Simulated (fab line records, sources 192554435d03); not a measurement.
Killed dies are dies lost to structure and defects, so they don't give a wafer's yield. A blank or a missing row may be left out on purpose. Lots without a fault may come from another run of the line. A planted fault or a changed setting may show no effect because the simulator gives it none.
Split-lot experiment | flow n5_finfet | 7 lots, 21 wafers read, on a route of 1938 steps

THE SPLIT
At N5_BEOL_M8_TRENCH_ETCH_37 (etches SiCOH lowk in C4F6/O2, target depth 93.478 nm, time 31.2 s), the setting source_w was moved away from the recipe's 345 W on 7 of the 21 wafers read, by -14.1% to +17.5%. The other wafers ran this setting at the recipe's value.

FROM THE SPLIT TO THE READING: what the file shows between them, 2 steps
- N5_BEOL_M8_ETCH_41: etches SiCN in CH3F/O2, target depth 31.9 nm, time 57.8 s
- N5_BEOL_M8_STRIP_80: strips in N2/H2, time 10 s

THE READING
trench_depth_nm, in nm, at N5_BEOL_M8_OCD_MEAS_38. Fault-free wafers of this fab line usually give 92.9 nm, standard deviation 1.8 nm.

wafer  | tool, chamber at the split | source_w as run, W | against the recipe | trench_depth_nm, nm | against lot-mates on the recipe
L074.4 | rie_diel-05, 1             | 296.2              | -14.1%             | 86.1                | -9.1
L074.5 | rie_diel-05, 3             | 296.2              | -14.1%             | 87.1                | -8.1
L074.6 | rie_diel-05, 2             | 345                | recipe             | 95.2                | -
L080.1 | rie_diel-04, 1             | 345                | recipe             | 95.7                | -
L080.3 | rie_diel-04, 2             | 369.2              | +7.0%              | 93.0                | -2.5
L080.4 | rie_diel-04, 0             | 345                | recipe             | 95.3                | -
L082.1 | rie_diel-05, 3             | 405.3              | +17.5%             | 100.3               | +8.0
L082.4 | rie_diel-05, 1             | 345                | recipe             | 92.1                | -
L082.5 | rie_diel-05, 1             | 345                | recipe             | 92.6                | -
L088.1 | rie_diel-04, 3             | 345                | recipe             | 96.2                | -
L088.3 | rie_diel-04, 0             | 308.7              | -10.5%             | 89.8                | -5.5
L088.5 | rie_diel-04, 0             | 345                | recipe             | 94.5                | -
L090.2 | rie_diel-05, 1             | 385.9              | +11.9%             | 94.9                | +3.6
L090.5 | rie_diel-05, 0             | 345                | recipe             | 92.2                | -
L090.6 | rie_diel-05, 1             | 345                | recipe             | 90.4                | -
L096.2 | rie_diel-05, 2             | 345                | recipe             | 94.1                | -
L096.5 | rie_diel-05, 1             | 345                | recipe             | 90.8                | -
L096.6 | rie_diel-05, 2             | 345                | recipe             | 95.1                | -
L095.2 | rie_diel-01, 3             | 345                | recipe             | 92.2                | -
L095.3 | rie_diel-01, 2             | 403.5              | +17.0%             | 101.5               | +9.8
L095.5 | rie_diel-01, 3             | 345                | recipe             | 91.1                | -

THE FIT
A straight line over all 21 wafers: trench_depth_nm changes by +0.393 nm for each +1% of source_w; r = +0.85; the points scatter about the line by 2 nm.
The same after taking each lot's own level away (the mean of its wafers on the recipe; 21 wafers): +0.495 nm for each +1%; r = +0.92; scatter 1.7 nm.
On that fit, the largest move of source_w shifts the reading by 8.7 nm.
The lots' own levels span 91.30 to 95.50 nm, that is 2.3 times the standard deviation above.
So the lot-to-lot level changes the slope: the two fits differ.
Check: with one of the wafers moved furthest among these (+17.5%) left out of the fit, the line predicts +8.19 nm for it against its lot-mates. It came out at +7.95 nm against them.

OTHER SPLITS ON THESE WAFERS
These wafers also went through other splits before the reading. Each is held against what the fit with the lots' levels taken away leaves over:
other split on the same wafers | wafers away from the commonest value | r with trench_depth_nm (lot level and that fit taken away)
N5_BEOL_M8_EXPOSE_08 dose_mj   | 7                                    | +0.15
N5_BEOL_M8_DESCUM_33 time_s    | 8                                    | -0.18

THE WHOLE CHAIN: every reading that the file lists as answering this split, in the file's order
step                      | what it does                                                      | reading                                                                   | change (the file's fit)               | r (the file's)
N5_BEOL_M8_TRENCH_ETCH_37 | etches SiCOH lowk in C4F6/O2, target depth 93.478 nm, time 31.2 s | etch.depth_nm (the simulator's own value, which no gauge read)            | +0.475 nm for each +1% of the setting | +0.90
N5_BEOL_M8_TRENCH_ETCH_37 | etches SiCOH lowk in C4F6/O2, target depth 93.478 nm, time 31.2 s | BEOL_M8.feature_depth_nm (the simulator's own value, which no gauge read) | +0.472 nm for each +1% of the setting | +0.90
N5_BEOL_M8_OCD_MEAS_38    |                                                                   | trench_depth_nm                                                           | +0.468 nm for each +1% of the setting | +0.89

THE FILE'S OWN FIT
trench_depth_nm changes by +0.468 nm for each +1% of source_w, r = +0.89.
